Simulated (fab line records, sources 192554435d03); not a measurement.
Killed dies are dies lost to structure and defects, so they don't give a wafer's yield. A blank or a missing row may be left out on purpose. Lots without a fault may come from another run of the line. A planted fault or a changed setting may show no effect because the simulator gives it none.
Chamber matching | flow n5_finfet | N5_SDB_ALD_29 on ald_sin-02: 4 sister chambers
The step deposits SiNx, target thk 30 nm, pulse time 1 s, ald cycles 600. 16 wafers are shown with their chamber, then 8 later ones without.

WAFERS WITH THEIR CHAMBER
wafer  | chamber | heater_power_w (W) | heater_power_outer_w (W) | precursor_pulse_height_rel
L074.1 | 1       | 907                | 536                      | 0.986
L074.3 | 0       | 800                | 459                      | 1.005
L074.5 | 0       | 786                | 465                      | 0.954
L081.2 | 1       | 949                | 552                      | 1.003
L081.4 | 2       | 657                | 409                      | 1.003
L081.5 | 0       | 790                | 477                      | 0.992
L083.2 | 1       | 929                | 538                      | 0.980
L083.4 | 0       | 824                | 468                      | 1.004
L083.5 | 2       | 659                | 395                      | 0.993
L087.2 | 1       | 926                | 556                      | 1.003
L087.4 | 3       | 798                | 450                      | 0.964
L087.6 | 0       | 811                | 459                      | 1.025
L088.2 | 2       | 655                | 400                      | 0.968
L088.3 | 3       | 786                | 459                      | 0.968
L088.5 | 1       | 922                | 528                      | 1.002
L091.2 | 1       | 925                | 551                      | 0.991

SIGNATURES (means of the wafers above)
reading                    | chamber 0 | chamber 1 | chamber 2 | chamber 3 | scatter within a chamber
heater_power_w             | 802.20    | 926.33    | 657.00    | 792.00    | 12.8
heater_power_outer_w       | 465.60    | 543.50    | 401.33    | 454.50    | 9.02
precursor_pulse_height_rel | 0.99600   | 0.99417   | 0.98800   | 0.96600   | 0.0181
Rule: a wafer's distance from a chamber is the root of the sum, over the readings, of the square of ((its reading less the chamber's mean) divided by the reading's scatter). The wafer belongs to the nearest chamber; if the next one is less than 2 further off, it can't be placed. The scatter: the root of (the sum of the squares of (reading less its chamber's mean) over the shown wafers, divided by (wafers less chambers)).

WAFERS WITHOUT THEIR CHAMBER
wafer  | heater_power_w (W) | heater_power_outer_w (W) | precursor_pulse_height_rel
L091.4 | 635                | 392                      | 0.990
L091.6 | 806                | 477                      | 1.012
L095.1 | 766                | 454                      | 1.022
L095.5 | 843                | 518                      | 0.978
L095.6 | 814                | 472                      | 1.013
L096.1 | 858                | 514                      | 1.009
L096.2 | 771                | 442                      | 0.997
L096.3 | 851                | 515                      | 0.999

WHICH CHAMBER EACH WENT THROUGH
wafer  | from the rows above          | in truth
L091.4 | 2                            | 2
L091.6 | 0                            | 0
L095.1 | can't be placed: 0 or 3      | 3
L095.5 | can't be placed: 0 or 1 or 3 | 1
L095.6 | 0                            | 0
L096.1 | can't be placed: 1 or 0      | 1
L096.2 | can't be placed: 3 or 0      | 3
L096.3 | can't be placed: 0 or 1 or 3 | 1
Placed correctly: 3 of 8. Can't be placed from these rows: 5 (the true chamber is among the candidates in 5). Placed wrongly: 0.
